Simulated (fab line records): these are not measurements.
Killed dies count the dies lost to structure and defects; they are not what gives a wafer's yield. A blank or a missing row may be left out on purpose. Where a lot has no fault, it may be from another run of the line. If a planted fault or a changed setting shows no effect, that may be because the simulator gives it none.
fab line records | flow n5Finfet
record lots=10 wafers=28 lastDay=17
route steps=1938 shown ZERO_LAYER@16 WELL_APT@31 BEOL_M4@1111 PASSIVATION@1936
lots with no fault: from the same line, run without faults
startH: the number of hours between the record's first day and the start of the first shown wafer of the lot | waitH: time in hours since the lot's previous step | " the same as in the row above | L1.1+2: one row covering several wafers at once | - value missing, or start not given | * or withheld: withheld | < > ~ a bound
route shown NAME@n: a module of which the file shows steps, and the number in the route of the first | usual: average and standard deviation across the fault-free wafers | same: alike in all rows | chamber/n: place in a boat | sites: readings site by site | _std_site: their standard deviation | _edge_site: inner sites' mean taken away from outer sites' mean | radiusMm: for every site, how far away it sits from the centre of the wafer | mask NAME#n: copy n | behind: the last tool/chamber to shape the wafer | hold: why the lot was held/for how many hours/how that ended | device: names the non-switching transistor (n, p or np) | end of line: tests run on the same wafers once the route is complete | a step given without rows: its recipe and nothing more | killed: at the first sort, the dies lost to defects and structure; wafer yield is something else | map: dies across one wafer; x = killed, . = not, _ = none there
set.NAME: the setting that was run; set.NAME@STEP: the one run at that earlier step | model.NAME: the simulator's own value behind a step, which no gauge read
the route's steps for a sample of lots (tables are steps, rows are wafers)
services: when a tool's chamber went out of use (startH, in hours from the record's first day, below 0 if earlier), for how many hours, and the reason
## steps
# step N5_ZERO_LAYER_ETCH_18
# recipe chemistry=HBr/Cl2 target=Si targetDepthA=1200 timeS=40 pressureMtorr=10 icpW=800 biasW=75 HBr_flow_sccm=150 Cl2_flow_sccm=80
# usual drypumpMotorCurrentA=5.6/0.54 oesProductAu=0.999/0.018 throttleValvePct=36.5/0.33
# columns lot.wafer tool chamber startH waitH drypumpMotorCurrentA oesProductAu rfHoursCounterH throttleValvePct
L779.1 rieSi-03 0 19.17 0.1 5.1 1.023 80 36.5
L779.2 " 1 " " 4.8 0.966 26 37.2
L779.5 " 0 " " 5.1 1.023 - 36.5
L781.2 rieSi-03 3 30.81 0.0 6.6 0.990 24 36.6
L781.3 " 0 " " 5.1 1.015 80 36.5
L781.4 " 2 " " 5.6 1.019 48 36.4
L785.3 rieSi-01 1 54.79 0.0 6.7 1.001 101 36.2
L785.4 " 3 " " 6.1 0.983 4 36.6
L785.6 " 2 " " 5.3 1.017 - 36.0
L786.2 rieSi-06 3 60.92 0.0 5.5 1.002 77 36.0
L786.3 " 1 " " 5.7 0.984 68 36.5
L790.1 rieSi-01 1 85.05 0.0 6.7 1.000 102 36.2
L790.2 " 3 " " 6.1 0.979 4 36.6
L790.6 " 2 " " 5.3 1.015 - 36.0
L791.1 rieSi-03 2 90.79 0.0 5.6 1.016 49 36.4
L791.2 " 3 " " 6.6 0.993 26 36.6
L791.4 " 0 " " 5.1 1.020 81 36.5
L792.2 rieSi-03 0 97.02 0.0 5.1 1.013 81 36.5
L792.5 " 0 " " 5.1 1.019 - 36.5
L792.6 " 1 " " 4.8 0.970 - 37.2
L796.2 rieSi-03 3 121.13 0.0 6.6 0.988 26 36.6
L796.6 " 2 " " 5.6 1.005 - 36.4
L798.1 rieSi-03 2 132.93 0.0 5.5 1.016 50 36.4
L798.5 " 2 " " 5.5 1.022 - 36.4
L798.6 " 3 " " 6.6 0.988 - 36.6
L801.3 rieSi-03 2 150.79 0.0 5.6 1.015 50 36.4
L801.5 " 1 " " 4.8 0.971 - 37.2
L801.6 " 0 " " 5.1 1.021 - 36.5
# step N5_ZERO_LAYER_INSPECT_20
# recipe inspectInstrument=darkfield mode=postClean
# usual rawDefectCount=37/19
# columns lot.wafer tool chamber startH waitH rawDefectCount
L779.1 defectInspect-02 - 19.63 0.0 22
L779.2 " - " " 13
L779.5 " - " " 32
L781.2 defectInspect-02 - 31.28 0.0 39
L781.3 " - " " 25
L781.4 " - " " 34
L785.3 defectInspect-02 - 55.25 0.0 33
L785.4 " - " " 28
L785.6 " - " " 30
L786.2 defectInspect-01 - 61.39 0.0 47
L786.3 " - " " 50
L790.1 defectInspect-01 - 85.52 0.0 75
L790.2 " - " " 101
L790.6 " - " " 28
L791.1 defectInspect-01 - 91.25 0.0 30
L791.2 " - " " 76
L791.4 " - " " 38
L792.2 defectInspect-01 - 97.49 0.0 34
L792.5 " - " " 54
L792.6 " - " " 49
L796.2 defectInspect-02 - 121.60 0.0 49
L796.6 " - " " 45
L798.1 defectInspect-01 - 133.42 0.0 59
L798.5 " - " " 23
L798.6 " - " " 28
L801.3 defectInspect-02 - 151.25 0.0 38
L801.5 " - " " 33
L801.6 " - " " 16
# step N5_WELL_APT_DESCUM_13
# recipe chemistry=O2 timeS=7.9 sourcePowerW=50 biasPowerW=20 pressureMtorr=20 rfFrequencyHz=2.712e+07 tempC=40 o2FlowSccm=225
# usual drypumpMotorCurrentA=5.5/0.39 oesProductAu=0.76/0.08 rfVppV=243.1/1.6 showerheadPlenumPTorr=2.08/0.089 throttleValvePct=20.42/0.22
# columns lot.wafer tool chamber startH waitH drypumpMotorCurrentA oesProductAu rfHoursCounterH rfVppV showerheadPlenumPTorr throttleValvePct
L779.1 rieDiel-04 0 20.31 0.2 6.0 0.71 206 244.4 2.16 20.37
L779.2 " 2 " " 5.7 0.74 177 245.7 2.15 20.55
L779.5 " 3 " " 5.1 0.70 - 243.8 2.17 20.40
L781.2 rieDiel-04 3 31.79 0.0 5.1 0.70 204 244.6 2.17 20.38
L781.3 " 1 " " 5.6 0.73 190 242.8 1.97 20.25
L781.4 " 0 " " 6.0 0.70 209 244.2 2.15 20.35
L785.3 rieDiel-04 2 55.77 0.0 5.7 0.73 190 242.5 2.15 20.55
L785.4 " 3 " " 5.1 0.69 216 243.7 2.17 20.41
L785.6 " 3 " " 5.1 0.69 - 244.2 2.17 20.40
L786.2 rieDiel-04 3 62.04 0.2 5.0 0.69 218 243.9 2.17 20.42
L786.3 " 0 " " 6.0 0.70 223 243.9 2.15 20.37
L790.1 rieDiel-04 1 85.91 0.0 5.6 0.71 205 242.4 1.96 20.26
L790.2 " 3 " " 5.0 0.68 226 243.4 2.16 20.45
L790.6 " 1 " " 5.6 0.71 - 242.6 1.96 20.26
L791.1 rieDiel-05 1 91.65 0.0 5.6 0.84 43 243.2 2.04 20.15
L791.2 " 2 " " 5.7 0.80 115 240.6 1.94 20.90
L791.4 " 3 " " 5.0 0.73 190 244.2 2.16 20.40
L792.2 rieDiel-01 3 97.88 0.0 6.0 0.73 176 244.0 2.20 20.69
L792.5 " 0 " " 6.0 0.99 - 243.5 2.03 19.96
L792.6 " 3 " " 5.9 0.73 - 244.3 2.20 20.69
L796.2 rieDiel-01 0 122.12 0.0 6.0 0.97 16 242.0 2.03 20.00
L796.6 " 0 " " 6.0 0.97 - 242.0 2.03 19.98
L798.1 rieDiel-05 1 134.49 0.7 5.6 0.81 58 241.9 2.04 20.17
L798.5 " 0 " " 4.9 0.72 - 242.8 1.97 20.36
L798.6 " 1 " " 5.6 0.82 - 243.5 2.04 20.18
L801.3 rieDiel-04 2 151.83 0.2 5.7 0.71 224 244.8 2.13 20.61
L801.5 " 1 " " 5.6 0.70 - 240.7 1.95 20.30
L801.6 " 2 " " 5.7 0.70 - 244.7 2.13 20.62
# step N5_WELL_APT_IMPLANT_31
# recipe species=B energyKev=60 doseCm2=1.5e+13 tiltDeg=0 rotationDeg=0
# usual beamOnS=10.00/0.2 doseIonsCm2=1.5e+13/1.3e+10 faradayCurrentUA=190/3.8
# columns lot.wafer tool chamber startH waitH beamOnS doseIonsCm2 faradayCurrentUA
L779.1 implanter-01 0 21.71 0.1 10.24 1.4991e+13 185
L779.2 " 0 " " 10.08 1.5006e+13 190
L779.5 " 0 " " 9.97 1.499e+13 191
L781.2 implanter-02 0 33.04 0.1 10.43 1.5012e+13 182
L781.3 " 0 " " 9.89 1.5005e+13 193
L781.4 " 0 " " 9.70 1.5013e+13 196
L785.3 implanter-01 0 57.07 0.1 10.10 1.4993e+13 188
L785.4 " 0 " " 9.94 1.5002e+13 192
L785.6 " 0 " " 10.14 1.5005e+13 188
L786.2 implanter-01 0 63.47 0.1 9.92 1.4998e+13 192
L786.3 " 0 " " 9.95 1.4997e+13 191
L790.1 implanter-01 0 87.38 0.1 10.21 1.9901e+13 247
L790.2 " 0 " " 9.85 1.9902e+13 257
L790.6 " 0 " " 10.11 1.9881e+13 249
L791.1 implanter-01 0 93.16 0.1 9.80 1.9918e+13 257
L791.2 " 0 " " 9.78 1.9899e+13 258
L791.4 " 0 " " 9.74 1.9883e+13 259
L792.2 implanter-01 0 99.46 0.1 9.94 1.9898e+13 254
L792.5 " 0 " " 10.18 1.9895e+13 248
L792.6 " 0 " " 10.29 1.9897e+13 246
L796.2 implanter-02 0 123.52 0.1 9.97 1.5006e+13 191
L796.6 " 0 " " 10.08 1.5003e+13 188
L798.1 implanter-02 0 135.83 0.1 9.82 1.5012e+13 193
L798.5 " 0 " " 9.80 1.4998e+13 193
L798.6 " 0 " " 9.76 1.5001e+13 195
L801.3 implanter-02 0 153.24 0.1 10.07 1.4994e+13 189
L801.5 " 0 " " 10.06 1.497e+13 190
L801.6 " 0 " " 10.28 1.4974e+13 186
# step N5_BEOL_M4_RC_MEAS_101
# usual DIBL_N=36.1/2 DIBL_P=36.3/2.4 IOFF_N=0.15/0.035 IOFF_P=0.21/0.039 ION_N=672/15 ION_P=463/9.7 RS_PWELL=3003/28 SS_N=71.5/0.7 SS_P=73.2/0.75 VT_N=251/3.6 VT_P=-250/3.8
# columns lot.wafer tool chamber startH waitH DIBL_N[mV/V] DIBL_P[mV/V] IOFF_N[nA/um] IOFF_P[nA/um] ION_N[uA/um] ION_P[uA/um] RS_PWELL[ohm/sq] SS_N[mV/dec] SS_P[mV/dec] VT_N[mV] VT_P[mV]
L779.1 prober-02 0 174.00 0.0 39.4 40.9 0.23 0.26 693 469 2975 72.7 73.6 245 -249
L779.2 " 0 " " 36.0 36.5 0.15 0.19 689 470 2992 71.2 72.8 248 -252
L779.5 " 0 " " 39.1 40.4 0.22 0.26 707 475 2977 72.4 74.9 247 -249
L781.2 prober-02 0 192.02 0.2 35.3 37.2 0.12 0.16 675 453 3048 71.4 73.3 253 -258
L781.3 " 0 " " 31.4 32.2 0.08 0.11 637 439 3034 69.7 71.6 260 -262
L781.4 " 0 " " 32.5 32.9 0.08 0.11 631 434 3058 70.5 72.3 261 -262
L785.3 prober-01 0 214.52 0.8 35.6 35.5 0.15 0.21 667 464 3053 71.7 73.1 250 -248
L785.4 " 0 " " 33.7 34.3 0.15 0.19 670 457 3024 70.9 72.5 249 -248
L785.6 " 0 " " 35.2 35.2 0.16 0.21 677 461 3043 71.2 73.4 246 -249
L786.2 prober-02 0 214.70 0.3 35.3 35.3 0.12 0.18 657 461 3004 71.7 73.2 255 -255
L786.3 " 0 " " 35.2 34.5 0.12 0.16 653 458 3020 71.4 73.0 254 -257
L790.1 prober-01 0 246.02 0.0 36.2 35.9 0.16 0.22 669 471 2555 71.7 73.3 251 -246
L790.2 " 0 " " 38.2 37.9 0.21 0.26 703 478 2523 71.6 73.4 245 -245
L790.6 " 0 " " 35.7 34.8 0.16 0.21 683 461 2572 71.2 72.6 249 -251
L791.1 prober-01 0 252.42 0.0 36.8 38.0 0.18 0.25 691 474 2494 71.4 74.8 247 -247
L791.2 " 0 " " 37.1 37.9 0.18 0.26 684 473 2512 71.4 73.8 249 -247
L791.4 " 0 " " 34.5 34.3 0.13 0.20 663 459 2520 70.8 73.7 249 -251
L792.2 prober-02 0 252.43 0.2 37.0 37.2 0.17 0.24 695 474 2494 71.3 72.7 247 -248
L792.5 " 0 " " 34.1 33.6 0.12 0.17 655 457 2509 70.9 72.2 253 -253
L792.6 " 0 " " 35.9 35.8 0.15 0.21 687 474 2530 70.9 73.0 252 -252
L796.2 prober-02 0 284.55 0.2 40.0 41.2 0.21 0.27 683 461 2959 72.2 74.7 249 -249
L796.6 " 0 " " 42.3 42.9 0.26 0.31 692 468 2960 73.1 75.0 243 -245
L798.1 prober-02 0 287.61 0.0 36.1 38.5 0.17 0.24 673 474 3036 71.7 74.1 250 -250
L798.5 " 0 " " 34.5 35.5 0.14 0.20 666 462 2999 72.0 73.4 250 -251
L798.6 " 0 " " 33.7 33.6 0.12 0.17 662 456 3035 71.0 72.7 252 -255
L801.3 prober-02 0 306.90 0.3 37.6 36.7 0.17 0.24 673 467 2940 71.1 74.5 249 -247
L801.5 " 0 " " 35.1 33.4 0.13 0.19 661 461 2959 70.7 72.1 252 -249
L801.6 " 0 " " 38.3 38.3 0.19 0.27 701 481 2946 71.2 73.5 247 -243
# step N5_PASSIVATION_PROBE_49
# usual defectLimitedYield=91.1/1.6 killed_at_M0_to_M3=35/11 killed_at_M4_up=13/5.4 killedAtContacts=13/6.5 killedAtFrontEnd=40/14 killedAtOther=4/3.1 killedDies=105/18 killedOpen=69/14 killedShort=34/7.3 sort_bin_5_function=5.2/0.96 sort_bin_6_memory=3.4/0.77 sort_bin_8_speed=0.02/0.13 sortNPass=1075/19
# same grossDies=1180 killedAtBackSide=0 sort_bin_4_leakage[%]=0
# columns lot.wafer tool chamber startH waitH defectLimitedYield[%] killed_at_M0_to_M3 killed_at_M4_up killedAtContacts killedAtFrontEnd killedAtOther killedDies killedOpen killedShort sort_bin_5_function[%] sort_bin_6_memory[%] sort_bin_8_speed[%] sortNPass
L781.2 prober-02 - 290.47 0.1 90.6 40 12 5 50 4 111 61 44 5.3 3.8 0 1069
L781.3 prober-02 - 290.52 0.1 93.8 22 9 2 32 8 73 47 26 3.3 2.5 0 1107
L781.4 prober-02 - 290.57 0.2 90.1 52 21 3 40 1 117 77 34 5.5 4.2 1.44 1046
L785.3 prober-02 - 317.67 0.1 90.8 33 16 19 38 2 108 79 29 6.2 2.8 0 1072
L785.4 prober-02 - 317.72 0.2 92.4 25 15 20 28 2 90 65 25 4.5 2.9 0 1090
L785.6 prober-02 - 317.82 0.3 92.6 25 15 19 24 4 87 57 30 4.2 3.0 0 1093
L790.1 prober-02 - 357.20 0.0 88.8 35 28 12 50 7 132 85 46 6.3 4.7 0 1048
L790.2 prober-02 - 357.25 0.1 88.5 36 23 20 52 5 136 86 48 6.4 5.0 0 1044
L790.6 prober-02 - 357.45 0.3 90.6 19 25 15 50 2 111 65 43 5.9 3.1 0 1069
L792.2 prober-02 - 364.03 0.1 90.0 31 9 25 48 5 118 82 35 5.5 4.4 0 1062
L792.5 prober-02 - 364.18 0.2 91.1 29 9 24 38 5 105 65 37 4.9 3.2 0 1075
L792.6 prober-02 - 364.23 0.3 90.6 29 8 33 39 2 111 78 33 6.5 2.7 0 1069
L791.1 prober-02 - 367.88 0.0 91.1 44 15 9 29 8 105 75 26 5.3 3.2 0 1075
L791.2 prober-02 - 367.93 0.1 87.9 46 20 11 61 5 143 99 38 6.7 5.0 0 1037
L791.4 prober-02 - 368.03 0.2 91.9 45 13 3 30 5 96 63 32 5.2 2.7 0 1084
L796.2 prober-02 - 387.46 0.1 86.1 45 8 14 91 6 164 113 50 8.8 4.9 0 1016
L796.6 prober-02 - 387.66 0.3 87.5 40 14 11 78 5 148 106 32 7.5 4.2 0 1032
L798.1 prober-01 - 398.01 0.0 94.1 16 6 16 22 10 70 48 20 3.2 2.6 0 1110
L798.5 prober-01 - 398.21 0.2 89.7 52 12 9 46 3 122 90 30 6.9 3.3 0 1058
L798.6 prober-01 - 398.26 0.3 91.3 22 10 36 33 2 103 71 29 4.7 3.4 0 1077
# killed by level:class
L781.2 FIN_SAQP:geometricParticle:short=12 BEOL_M0_SAQP:geometricParticle:short=10 GATE_CUT:geometricParticle:short=9 DUMMY_GATE:geometricParticle:open=8 FIN_SAQP:geometricParticle:open=7 BEOL_M1:geometricParticle:open=7 BEOL_M3:geometricParticle:open=7 BEOL_M4:geometricParticle:open=6
L781.3 FIN_SAQP:geometricParticle:short=8 BEOL_M4:geometricParticle:open=8 BEOL_M3:geometricParticle:open=6 BEOL_M2:geometricParticle:open=5 FIN_SAQP:geometricParticle:open=4 BEOL_M3:geometricParticle:short=4 STARTING-WAFER:geometricParticle:short=4 DUMMY_GATE:geometricParticle:open=3
L781.4 BEOL_M0_SAQP:geometricParticle:open=15 BEOL_M4:geometricParticle:open=13 BEOL_M1:geometricParticle:open=11 BEOL_M0_SAQP:geometricParticle:short=11 DUMMY_GATE:geometricParticle:open=9 STI_FIN_REVEAL:geometricParticle:open=8 FIN_SAQP:geometricParticle:short=5 BEOL_M2:geometricParticle:open=5
L785.3 MOL_CONTACT_COAG:geometricParticle:open=14 BEOL_M3:geometricParticle:open=9 FIN_SAQP:geometricParticle:open=8 BEOL_M2:geometricParticle:open=8 FIN_SAQP:geometricParticle:short=7 MOL_CONTACT_COAG:geometricParticle:short=5 BEOL_M0_SAQP:geometricParticle:open=5 BEOL_M0_SAQP:geometricParticle:short=5
L785.4 MOL_CONTACT_COAG:geometricParticle:open=17 STI_FIN_REVEAL:geometricParticle:open=7 BEOL_M3:geometricParticle:open=7 BEOL_M1:geometricParticle:open=5 BEOL_M6:geometricParticle:open=5 DUMMY_GATE:geometricParticle:open=4 GATE_CUT:geometricParticle:short=4 BEOL_M0_SAQP:geometricParticle:short=4
L785.6 MOL_CONTACT_COAG:geometricParticle:open=14 BEOL_M3:geometricParticle:open=10 DUMMY_GATE:geometricParticle:open=5 MOL_CONTACT_COAG:geometricParticle:short=5 BEOL_M4:geometricParticle:short=5 FIN_SAQP:geometricParticle:open=4 BEOL_M2:geometricParticle:short=4 BEOL_M3:geometricParticle:short=4
L790.1 BEOL_M4:geometricParticle:open=19 FIN_SAQP:geometricParticle:short=12 FIN_SAQP:geometricParticle:open=11 MOL_CONTACT_COAG:geometricParticle:open=10 BEOL_M0_SAQP:geometricParticle:short=8 BEOL_M0_SAQP:geometricParticle:open=7 BEOL_M2:geometricParticle:open=7 STI_FIN_REVEAL:geometricParticle:open=6
L790.2 MOL_CONTACT_COAG:geometricParticle:open=14 BEOL_M4:geometricParticle:open=13 FIN_SAQP:geometricParticle:short=11 BEOL_M0_SAQP:geometricParticle:open=11 GATE_CUT:geometricParticle:short=10 FIN_SAQP:geometricParticle:open=8 BEOL_M2:geometricParticle:open=7 MOL_CONTACT_COAG:geometricParticle:short=6
L790.6 BEOL_M4:geometricParticle:open=18 FIN_SAQP:geometricParticle:short=17 FIN_SAQP:geometricParticle:open=8 GATE_CUT:geometricParticle:short=8 MOL_CONTACT_COAG:geometricParticle:open=8 MOL_CONTACT_COAG:geometricParticle:short=7 BEOL_M1:geometricParticle:open=6 BEOL_M2:geometricParticle:open=5
L792.2 FIN_SAQP:geometricParticle:open=18 MOL_CONTACT_COAG:geometricParticle:open=18 BEOL_M0_SAQP:geometricParticle:open=11 FIN_SAQP:geometricParticle:short=9 BEOL_M2:geometricParticle:open=9 MOL_CONTACT_COAG:geometricParticle:short=7 BEOL_M4:geometricParticle:open=4 STI_FIN_REVEAL:geometricParticle:open=3
L792.5 MOL_CONTACT_COAG:geometricParticle:open=19 BEOL_M0_SAQP:geometricParticle:short=10 FIN_SAQP:geometricParticle:short=9 STI_FIN_REVEAL:geometricParticle:open=8 BEOL_M3:geometricParticle:open=8 BEOL_M4:geometricParticle:open=6 FIN_SAQP:geometricParticle:open=5 MOL_CONTACT_COAG:geometricParticle:short=5
L792.6 MOL_CONTACT_COAG:geometricParticle:open=30 FIN_SAQP:geometricParticle:short=9 BEOL_M0_SAQP:geometricParticle:open=7 GATE_CUT:geometricParticle:open=6 FIN_SAQP:geometricParticle:open=5 BEOL_M2:geometricParticle:open=5 STI_FIN_REVEAL:geometricParticle:open=4 BEOL_M4:geometricParticle:open=4
L791.1 BEOL_M1:geometricParticle:open=14 BEOL_M0_SAQP:geometricParticle:open=11 BEOL_M2:geometricParticle:open=8 MOL_CONTACT_COAG:geometricParticle:open=7 BEOL_M4:geometricParticle:open=7 STI_FIN_REVEAL:geometricParticle:open=5 BEOL_M0_SAQP:geometricParticle:short=5 DUMMY_GATE:geometricParticle:open=4
L791.2 FIN_SAQP:geometricParticle:open=21 BEOL_M2:geometricParticle:open=14 FIN_SAQP:geometricParticle:short=9 MOL_CONTACT_COAG:geometricParticle:open=9 STI_FIN_REVEAL:geometricParticle:open=8 DUMMY_GATE:geometricParticle:open=8 BEOL_M0_SAQP:geometricParticle:open=8 BEOL_M0_SAQP:geometricParticle:short=7
L791.4 BEOL_M0_SAQP:geometricParticle:open=12 BEOL_M1:geometricParticle:open=11 BEOL_M0_SAQP:geometricParticle:short=8 STI_FIN_REVEAL:geometricParticle:open=7 FIN_SAQP:geometricParticle:open=6 GATE_CUT:geometricParticle:short=6 BEOL_M2:geometricParticle:open=6 BEOL_M4:geometricParticle:open=6
L796.2 FIN_SAQP:geometricParticle:open=23 STI_FIN_REVEAL:geometricParticle:open=23 BEOL_M3:geometricParticle:open=18 FIN_SAQP:geometricParticle:short=15 MOL_CONTACT_COAG:geometricParticle:open=11 BEOL_M2:geometricParticle:open=11 STI_FIN_REVEAL:geometricParticle:short=7 GATE_CUT:geometricParticle:short=6
L796.6 FIN_SAQP:geometricParticle:open=26 STI_FIN_REVEAL:geometricParticle:open=15 BEOL_M2:geometricParticle:open=14 BEOL_M4:geometricParticle:open=10 MOL_CONTACT_COAG:geometricParticle:open=9 FIN_SAQP:geometricParticle:short=8 BEOL_M1:geometricParticle:open=8 BEOL_M3:geometricParticle:open=8
L798.1 MOL_CONTACT_COAG:geometricParticle:open=15 BEOL_M3:geometricParticle:open=6 PASS1_CAP:geometricParticle:open=6 STARTING-WAFER:geometricParticle:open=5 FIN_SAQP:geometricParticle:short=3 DUMMY_GATE:geometricParticle:open=3 BEOL_M0_SAQP:geometricParticle:short=3 STARTING-WAFER:geometricParticle:short=3
L798.5 BEOL_M3:geometricParticle:open=17 FIN_SAQP:geometricParticle:open=16 BEOL_M2:geometricParticle:open=11 FIN_SAQP:geometricParticle:short=9 BEOL_M0_SAQP:geometricParticle:open=9 MOL_CONTACT_COAG:geometricParticle:open=8 BEOL_M0_SAQP:geometricParticle:short=5 ILD0:geometricParticle:short=4
L798.6 MOL_CONTACT_COAG:geometricParticle:open=29 STI_FIN_REVEAL:geometricParticle:open=7 MOL_CONTACT_COAG:geometricParticle:short=7 BEOL_M2:geometricParticle:open=7 FIN_SAQP:geometricParticle:short=5 BEOL_M0_SAQP:geometricParticle:short=4 BEOL_M0_SAQP:geometricParticle:open=4 STARTING-WAFER:geometricParticle:open=4
## services
# columns tool chamber startH hours kind
implanter-01 - -1.41 3.8 pm
rieSi-06 0 9.92 10.5 repair
rieSi-01 - 26.61 0.3 repair
rieDiel-04 1 40.26 9.4 repair
rieDiel-01 - 42.74 2.8 pm
rieDiel-01 0 53.24 - clean
rieDiel-01 0 53.24 - consumableReplace:focusRing
rieDiel-01 0 53.24 17.3 scheduledDown
rieDiel-01 0 53.24 17.3 ventCycle
rieDiel-04 - 64.98 1.1 repair
rieDiel-01 1 81.27 3.3 repair
rieDiel-04 - 81.92 2.8 pm
rieSi-03 - 113.85 4.3 pm
rieDiel-04 0 146.67 - clean
rieDiel-04 0 146.67 - consumableReplace:focusRing
rieDiel-04 0 146.67 13.9 scheduledDown
rieDiel-04 0 146.67 13.9 ventCycle
rieDiel-05 0 148.21 4.6 repair
rieSi-01 0 151.42 4.4 repair
## key
firstSign step=N5_WELL_APT_IMPLANT_31 reading=doseIonsCm2 direction=up sigmas=99+ usual=1.5e+13 struck=1.9897e+13
effect step=N5_WELL_APT_IMPLANT_31 reading=faradayCurrentUA direction=up sigmas=17 usual=190 struck=253
effect step=N5_BEOL_M4_RC_MEAS_101 reading=RS_PWELL direction=down sigmas=17 usual=3003 struck=2523
metAt N5_WELL_APT_IMPLANT_31
struckLots L790,L791,L792
notActingAt N5_ZERO_LAYER_ETCH_18,N5_ZERO_LAYER_INSPECT_20,N5_WELL_APT_DESCUM_13
onsetBetween 63.47 87.38
fault kind=processParameterDrift tool=implanter-01 chamber=- onsetH=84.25 steps=N5_WELL_APT_IMPLANT_31 channel=doseCm2 offset=4.8855e+12 shape=step endH=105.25 actsIn=theseRecipesOnly stated=1.5e+13
